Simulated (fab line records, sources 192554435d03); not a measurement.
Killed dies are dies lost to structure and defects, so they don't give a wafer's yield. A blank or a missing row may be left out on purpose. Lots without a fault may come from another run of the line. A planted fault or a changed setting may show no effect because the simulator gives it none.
One fault seen from 2 desks | flow n5_finfet | each desk has only its own numbers; what lay behind them comes last

THE DEFECT DESK
What the inspections along the route counted, lot by lot: means of the sampled wafers that have a number. A lot is out of limits, marked OUT, if its mean lies more than 4 standard deviations from the usual mean; the brackets give that distance.
Columns: A = raw_defect_count at N5_BEOL_M11_INSPECT_30, usual 410
lot  | first seen here | A
L412 | day 14 07:56    | 702
L413 | day 14 10:19    | 654
L422 | day 16 00:21    | 444
L425 | day 17 21:39    | 379
This desk's finding: nothing out of limits on any of the 4 lots.

THE TOOL OWNER'S DESK: rie_diel-05
The tool's own readings at N5_BEOL_M11_STRIP_67 (strips in CF4): means of the sampled wafers that have a number, for each lot that ran on this tool. A lot is out of limits, marked OUT, if its mean lies more than 4 standard deviations from the usual mean; the brackets give that distance.
Columns: A = drypump_motor_current_A at N5_BEOL_M11_STRIP_67, usual 5.5 A; B = oes_product_au at N5_BEOL_M11_STRIP_67, usual 0.79 a.u.; C = rf_vpp_V at N5_BEOL_M11_STRIP_67, usual 270.9 V; D = showerhead_plenum_p_Torr at N5_BEOL_M11_STRIP_67, usual 1.79 Torr; E = throttle_valve_pct at N5_BEOL_M11_STRIP_67, usual 13.56 %
lot  | first seen here | A   | B    | C     | D    | E
L412 | day 14 06:52    | 5.5 | 0.80 | 270.8 | 1.75 | 13.29
L413 | day 14 09:41    | 5.9 | 0.80 | 270.2 | 1.77 | 13.25
L425 | day 17 19:25    | 5.3 | 0.85 | 271.3 | 1.77 | 13.40
This desk's finding: nothing out of limits on any of the 3 lots.

PUT TOGETHER
The defect desk saw nothing out of limits.
The tool owner's desk saw nothing out of limits.

WHAT THE SIMULATOR HAD PUT IN
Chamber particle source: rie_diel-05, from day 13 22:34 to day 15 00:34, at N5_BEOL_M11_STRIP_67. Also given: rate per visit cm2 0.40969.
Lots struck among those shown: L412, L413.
